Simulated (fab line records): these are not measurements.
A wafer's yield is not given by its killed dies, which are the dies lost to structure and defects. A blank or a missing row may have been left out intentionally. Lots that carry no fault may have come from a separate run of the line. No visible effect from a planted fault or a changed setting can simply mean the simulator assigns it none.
Split-lot trial | flow n5-finfet | on a route of 1938 steps: 7 lots, 21 wafers read

== THE SPLIT ==
At N5_BEOL_M9_DESCUM_16 (chemistry O2, time 7.9 s), the setting time-s was moved away from the recipe's 7.9 s on 7 of the 21 wafers read, by -22.2% to +10.2%. All remaining wafers had this setting at the recipe value.

No step appears in the file between the split and the reading.

== THE READING ==
CAR-ArF_of_BEOL_M9_COAT_05.thk-nm (the simulator's own value, which no gauge read), in nm, at N5_BEOL_M9_ETCH_61 (etches SiARC in CF4, target depth 39 nm, time 65 s). No usual value for it is given in the file. Here, 14 wafers ran the recipe; their average is 55.6 nm with a standard deviation of 0.24 nm.

wafer  | tool, chamber at the split | time-s as run, s | against the recipe | CAR-ArF_of_BEOL_M9_COAT_05.thk-nm, nm | against lot-mates on the recipe
L074.2 | rie-diel-06, 0,1           | 7.9              | recipe             | 55.6                                  | -
L074.3 | rie-diel-06, 3             | 7.9              | recipe             | 55.6                                  | -
L074.5 | rie-diel-06, 0,1           | 7.9              | recipe             | 55.4                                  | -
L076.3 | rie-diel-05, 0             | 7.9              | recipe             | 55.4                                  | -
L076.6 | rie-diel-05, 0             | 7.9              | recipe             | 55.4                                  | -
L076.4 | rie-diel-05, 1             | 8.708            | +10.2%             | 55                                    | -0.4
L080.2 | rie-diel-06, 2             | 7.9              | recipe             | 55.4                                  | -
L080.4 | rie-diel-06, 3             | 8.692            | +10.0%             | 55                                    | -0.5
L080.6 | rie-diel-06, 0             | 7.9              | recipe             | 55.6                                  | -
L082.1 | rie-diel-06, 2             | 7.9              | recipe             | 55.8                                  | -
L082.2 | rie-diel-06, 3             | 7.9              | recipe             | 55.4                                  | -
L082.5 | rie-diel-06, 1             | 6.147            | -22.2%             | 57                                    | +1.4
L083.2 | rie-diel-01, 1             | 7.9              | recipe             | 56                                    | -
L083.4 | rie-diel-01, 3             | 7.9              | recipe             | 55.8                                  | -
L083.6 | rie-diel-01, 1             | 8.667            | +9.7%              | 55.6                                  | -0.3
L089.3 | rie-diel-01, 1             | 7.9              | recipe             | 55.8                                  | -
L089.4 | rie-diel-01, 3             | 7.9              | recipe             | 55.6                                  | -
L089.5 | rie-diel-01, 3             | 6.355            | -19.6%             | 57                                    | +1.3
L087.2 | rie-diel-01, 2             | 6.476            | -18.0%             | 56                                    | +1.0
L087.4 | rie-diel-01, 2             | 6.476            | -18.0%             | 56.2                                  | +1.2
L087.6 | rie-diel-01, 1             | 7.9              | recipe             | 55                                    | -
When a row names more than one chamber, that row covers several wafers, and the file does not tell which wafer ran in which chamber.

THE FIT
A straight line over all 21 wafers: CAR-ArF_of_BEOL_M9_COAT_05.thk-nm changes by -0.049 nm for each +1% of time-s; r = -0.84; the points scatter about the line by 0.3 nm.
The same after taking each lot's own level away (the mean of its wafers on the recipe; 21 wafers): -0.0582 nm for each +1%; r = -0.97; scatter 0.13 nm.
The reading moves by 1.3 nm for the largest change in time-s, on that fit.
Across the lots, their own levels run from 55.00 to 55.90 nm, a range of 3.7 times the standard deviation given above.
Hence the slope depends on the lot-to-lot level, as the two fits are not the same.
Check: with one of the wafers moved furthest among these (-22.2%) left out of the fit, the line predicts +1.31 nm for it against its lot-mates. It came out at +1.4 nm against them.

== THE WHOLE CHAIN: every reading that the file lists as answering this split, in the file's order ==
step                 | what it does                                       | reading                                                                            | change (the file's fit)                | r (the file's)
N5_BEOL_M9_DESCUM_16 | chemistry O2, time 7.9 s                           | CAR-ArF_of_BEOL_M9_COAT_05.thk-nm (the simulator's own value, which no gauge read) | -0.0556 nm for each +1% of the setting | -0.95
N5_BEOL_M9_ETCH_61   | etches SiARC in CF4, target depth 39 nm, time 65 s | CAR-ArF_of_BEOL_M9_COAT_05.thk-nm (the simulator's own value, which no gauge read) | -0.0589 nm for each +1% of the setting | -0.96

== FILE'S OWN FIT ==
CAR-ArF_of_BEOL_M9_COAT_05.thk-nm changes by -0.0589 nm for each +1% of time-s, r = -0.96.
